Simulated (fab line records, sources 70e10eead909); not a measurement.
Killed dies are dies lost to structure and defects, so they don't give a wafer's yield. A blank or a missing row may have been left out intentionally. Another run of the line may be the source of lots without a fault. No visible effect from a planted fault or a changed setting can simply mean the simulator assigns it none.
Chamber matching ; flow nand_harc ; NHARC_P_M0_CMP_23 on cmp-03: 4 sister chambers
The step polishes, t overpolish 20 s, target thk 117.53 nm. 4 wafers are shown with their chamber, then 11 later ones without.

EACH WAFER AND ITS CHAMBER
wafer;chamber;time_to_endpoint_s (s)
L085.2;1;27
L086.1;3;28
L086.2;2;32
L088.1;0;21

WAFERS MISSING THEIR CHAMBER
wafer;time_to_endpoint_s (s)
L088.5;26
L088.6;20
L090.3;26
L090.5;28
L090.6;26
L093.3;28
L093.4;29
L093.6;22
L096.1;33
L096.2;24
L096.5;29

WHICH CHAMBER EACH WENT THROUGH
wafer;from the rows above;in truth
L088.5;can't be placed: 1 or 3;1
L088.6;0;0
L090.3;can't be placed: 1 or 3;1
L090.5;can't be placed: 3 or 1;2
L090.6;can't be placed: 1 or 3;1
L093.3;can't be placed: 3 or 1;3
L093.4;can't be placed: 3 or 1 or 2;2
L093.6;0;0
L096.1;2;2
L096.2;can't be placed: 0 or 1 or 3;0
L096.5;can't be placed: 3 or 1 or 2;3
Placed correctly: 3 of 11. Unplaceable from these rows: 8, with the true chamber sitting among the candidates in 7. Wrongly placed: 0.
How it was worked out, from the rows above alone: a wafer's distance from a chamber is the root of the sum, over the readings, of the square of ((its reading less the chamber's mean) divided by the reading's scatter). If the next closest chamber is less than 2 further off than the closest, the wafer can't be placed; otherwise it belongs to the closest. The mean given for a chamber averages the wafers shown for that chamber. The scatter (one wafer shown for each chamber): square how far every hidden wafer sits from the nearest shown wafer, average those squares and take the square root.
